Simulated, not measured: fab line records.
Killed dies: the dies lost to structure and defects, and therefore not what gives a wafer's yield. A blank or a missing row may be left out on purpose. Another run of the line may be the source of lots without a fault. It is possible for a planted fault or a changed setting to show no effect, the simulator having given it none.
Lot-split experiment || flow n5 finfet || 21 wafers read across 7 lots, on a route 1938 steps long

== ON THE SPLIT ==
At N5_MOL_CONTACT_COAG_COAT_75 (time 60 s, resist thk 60 nm), the setting spin rpm was moved away from the recipe's 1500 rpm on 3 of the 21 wafers read, by -6.3% to -3.3%. This setting was run at the recipe's value on the other wafers.

== FROM THE SPLIT TO THE READING: what the file shows between them, 6 steps ==
- N5_MOL_CONTACT_COAG_COAT_76: time 60 s, resist thk 10 nm
- N5_MOL_CONTACT_COAG_COAT_77: time 60 s, resist thk 10 nm
- N5_MOL_CONTACT_COAG_ALD_131: deposits SiO2, target thk 5 nm, pulse time 1 s, co reactant pulse time 1 s
- N5_MOL_CONTACT_COAG_ETCHBACK_132: etches SiO2 in CHF3, target depth 10 nm, time 6.7 s
- N5_MOL_CONTACT_COAG_ETCH_91: etches SOC in N2/H2, target depth 60 nm, overetch 21 nm, time 101.2 s
- N5_MOL_CONTACT_COAG_ETCHBACK_135: etches SiO2 in CHF3, target depth 25 nm, time 16.7 s (also split here: time s)

== THE READING ==
SOC_of_MOL_CONTACT_COAG_COAT_75.thk nm (the simulator's own value, which no gauge read), in nm, at N5_MOL_CONTACT_COAG_VIA_ETCH_46 (etches SiO2 in C4F6/O2, target depth 46 nm, overetch 9.2 nm, time 40 s). There is no usual value for it anywhere in the file. The 18 wafers here that ran the recipe average 50.8 nm, standard deviation 0.26 nm.

{"wafer": "L074.1", "tool, chamber at the split": "litho track-04, 0", "spin rpm as run, rpm": 1500, "against the recipe": "recipe", "SOC_of_MOL_CONTACT_COAG_COAT_75.thk nm, nm": 50.4, "against lot-mates on the recipe": "-"}
{"wafer": "L074.2", "tool, chamber at the split": "litho track-04, 0", "spin rpm as run, rpm": 1500, "against the recipe": "recipe", "SOC_of_MOL_CONTACT_COAG_COAT_75.thk nm, nm": 51.2, "against lot-mates on the recipe": "-"}
{"wafer": "L074.4", "tool, chamber at the split": "litho track-04, 0", "spin rpm as run, rpm": 1500, "against the recipe": "recipe", "SOC_of_MOL_CONTACT_COAG_COAT_75.thk nm, nm": 50.6, "against lot-mates on the recipe": "-"}
{"wafer": "L081.3", "tool, chamber at the split": "litho track-05, 0", "spin rpm as run, rpm": 1406, "against the recipe": "-6.3%", "SOC_of_MOL_CONTACT_COAG_COAT_75.thk nm, nm": 52.8, "against lot-mates on the recipe": "+1.8"}
{"wafer": "L081.4", "tool, chamber at the split": "litho track-05, 0", "spin rpm as run, rpm": 1406, "against the recipe": "-6.3%", "SOC_of_MOL_CONTACT_COAG_COAT_75.thk nm, nm": 52.8, "against lot-mates on the recipe": "+1.8"}
{"wafer": "L081.6", "tool, chamber at the split": "litho track-05, 0", "spin rpm as run, rpm": 1500, "against the recipe": "recipe", "SOC_of_MOL_CONTACT_COAG_COAT_75.thk nm, nm": 51, "against lot-mates on the recipe": "-"}
{"wafer": "L083.1", "tool, chamber at the split": "litho track-02, 0", "spin rpm as run, rpm": 1500, "against the recipe": "recipe", "SOC_of_MOL_CONTACT_COAG_COAT_75.thk nm, nm": 50.6, "against lot-mates on the recipe": "-"}
{"wafer": "L083.5", "tool, chamber at the split": "litho track-02, 0", "spin rpm as run, rpm": 1500, "against the recipe": "recipe", "SOC_of_MOL_CONTACT_COAG_COAT_75.thk nm, nm": 50.8, "against lot-mates on the recipe": "-"}
{"wafer": "L083.6", "tool, chamber at the split": "litho track-02, 0", "spin rpm as run, rpm": 1500, "against the recipe": "recipe", "SOC_of_MOL_CONTACT_COAG_COAT_75.thk nm, nm": 50.6, "against lot-mates on the recipe": "-"}
{"wafer": "L091.3", "tool, chamber at the split": "litho track-05, 0", "spin rpm as run, rpm": 1500, "against the recipe": "recipe", "SOC_of_MOL_CONTACT_COAG_COAT_75.thk nm, nm": 50.8, "against lot-mates on the recipe": "-"}
{"wafer": "L091.4", "tool, chamber at the split": "litho track-05, 0", "spin rpm as run, rpm": 1500, "against the recipe": "recipe", "SOC_of_MOL_CONTACT_COAG_COAT_75.thk nm, nm": 50.6, "against lot-mates on the recipe": "-"}
{"wafer": "L091.5", "tool, chamber at the split": "litho track-05, 0", "spin rpm as run, rpm": 1500, "against the recipe": "recipe", "SOC_of_MOL_CONTACT_COAG_COAT_75.thk nm, nm": 50.6, "against lot-mates on the recipe": "-"}
{"wafer": "L092.1", "tool, chamber at the split": "litho track-04, 0", "spin rpm as run, rpm": 1500, "against the recipe": "recipe", "SOC_of_MOL_CONTACT_COAG_COAT_75.thk nm, nm": 50.8, "against lot-mates on the recipe": "-"}
{"wafer": "L092.3", "tool, chamber at the split": "litho track-04, 0", "spin rpm as run, rpm": 1500, "against the recipe": "recipe", "SOC_of_MOL_CONTACT_COAG_COAT_75.thk nm, nm": 50.8, "against lot-mates on the recipe": "-"}
{"wafer": "L092.4", "tool, chamber at the split": "litho track-04, 0", "spin rpm as run, rpm": 1500, "against the recipe": "recipe", "SOC_of_MOL_CONTACT_COAG_COAT_75.thk nm, nm": 51, "against lot-mates on the recipe": "-"}
{"wafer": "L095.1", "tool, chamber at the split": "litho track-04, 0", "spin rpm as run, rpm": 1451, "against the recipe": "-3.3%", "SOC_of_MOL_CONTACT_COAG_COAT_75.thk nm, nm": 52.4, "against lot-mates on the recipe": "+1.2"}
{"wafer": "L095.3", "tool, chamber at the split": "litho track-04, 0", "spin rpm as run, rpm": 1500, "against the recipe": "recipe", "SOC_of_MOL_CONTACT_COAG_COAT_75.thk nm, nm": 51, "against lot-mates on the recipe": "-"}
{"wafer": "L095.5", "tool, chamber at the split": "litho track-04, 0", "spin rpm as run, rpm": 1500, "against the recipe": "recipe", "SOC_of_MOL_CONTACT_COAG_COAT_75.thk nm, nm": 51.4, "against lot-mates on the recipe": "-"}
{"wafer": "L097.1", "tool, chamber at the split": "litho track-05, 0", "spin rpm as run, rpm": 1500, "against the recipe": "recipe", "SOC_of_MOL_CONTACT_COAG_COAT_75.thk nm, nm": 50.6, "against lot-mates on the recipe": "-"}
{"wafer": "L097.2", "tool, chamber at the split": "litho track-05, 0", "spin rpm as run, rpm": 1500, "against the recipe": "recipe", "SOC_of_MOL_CONTACT_COAG_COAT_75.thk nm, nm": 50.4, "against lot-mates on the recipe": "-"}
{"wafer": "L097.3", "tool, chamber at the split": "litho track-05, 0", "spin rpm as run, rpm": 1500, "against the recipe": "recipe", "SOC_of_MOL_CONTACT_COAG_COAT_75.thk nm, nm": 50.6, "against lot-mates on the recipe": "-"}

FIT RESULTS
A straight line over all 21 wafers: SOC_of_MOL_CONTACT_COAG_COAT_75.thk nm changes by -0.343 nm for each +1% of spin rpm; r = -0.93; the points scatter about the line by 0.28 nm.
The same after taking each lot's own level away (the mean of its wafers on the recipe; 21 wafers): -0.296 nm for each +1%; r = -0.96; scatter 0.18 nm.
Per that fit: largest spin rpm move, reading shift of 1.9 nm.
The span of the lots' own levels, 50.53 to 51.20 nm, comes to 2.6 times the standard deviation stated above.
So the lot-to-lot level changes the slope: the two fits differ.
Check: +1.91 nm against its lot-mates is what the line predicts for one of the wafers moved furthest among these (-6.3%) when that wafer is left out of the fit. Against them it came out at +1.8 nm.

== OTHER SPLITS ON THESE WAFERS ==
Other splits were also applied to these wafers ahead of the reading. Each is held against what the fit with the lots' levels taken away leaves over:
{"other split on the same wafers": "N5_GATE_CUT_HM_DEP_46 time s", "wafers away from the commonest value": 4, "r with SOC_of_MOL_CONTACT_COAG_COAT_75.thk nm (lot level and that fit taken away)": "+0.21"}
{"other split on the same wafers": "N5_MOL_CONTACT_COAG_ETCHBACK_135 time s", "wafers away from the commonest value": 3, "r with SOC_of_MOL_CONTACT_COAG_COAT_75.thk nm (lot level and that fit taken away)": -0.70}

== THE WHOLE CHAIN: every reading that the file lists as answering this split, in the file's order ==
{"step": "N5_MOL_CONTACT_COAG_COAT_75", "what it does": "time 60 s, resist thk 60 nm", "reading": "SOC_of_MOL_CONTACT_COAG_COAT_75.thk nm (the simulator's own value, which no gauge read)", "change (the file's fit)": "-0.329 nm for each +1% of the setting", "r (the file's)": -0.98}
{"step": "N5_MOL_CONTACT_COAG_ETCH_91", "what it does": "etches SOC in N2/H2, target depth 60 nm, overetch 21 nm, time 101.2 s", "reading": "etch.depth nm (the simulator's own value, which no gauge read)", "change (the file's fit)": "-0.324 nm for each +1% of the setting", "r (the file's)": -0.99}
{"step": "N5_MOL_CONTACT_COAG_ETCHBACK_135", "what it does": "etches SiO2 in CHF3, target depth 25 nm, time 16.7 s", "reading": "SOC_of_MOL_CONTACT_COAG_COAT_75.thk nm (the simulator's own value, which no gauge read)", "change (the file's fit)": "-0.291 nm for each +1% of the setting", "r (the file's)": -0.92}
{"step": "N5_MOL_CONTACT_COAG_VIA_ETCH_46", "what it does": "etches SiO2 in C4F6/O2, target depth 46 nm, overetch 9.2 nm, time 40 s", "reading": "SOC_of_MOL_CONTACT_COAG_COAT_75.thk nm (the simulator's own value, which no gauge read)", "change (the file's fit)": "-0.304 nm for each +1% of the setting", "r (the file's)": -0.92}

== FILE'S OWN FIT ==
SOC_of_MOL_CONTACT_COAG_COAT_75.thk nm changes by -0.304 nm for each +1% of spin rpm, r = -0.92.
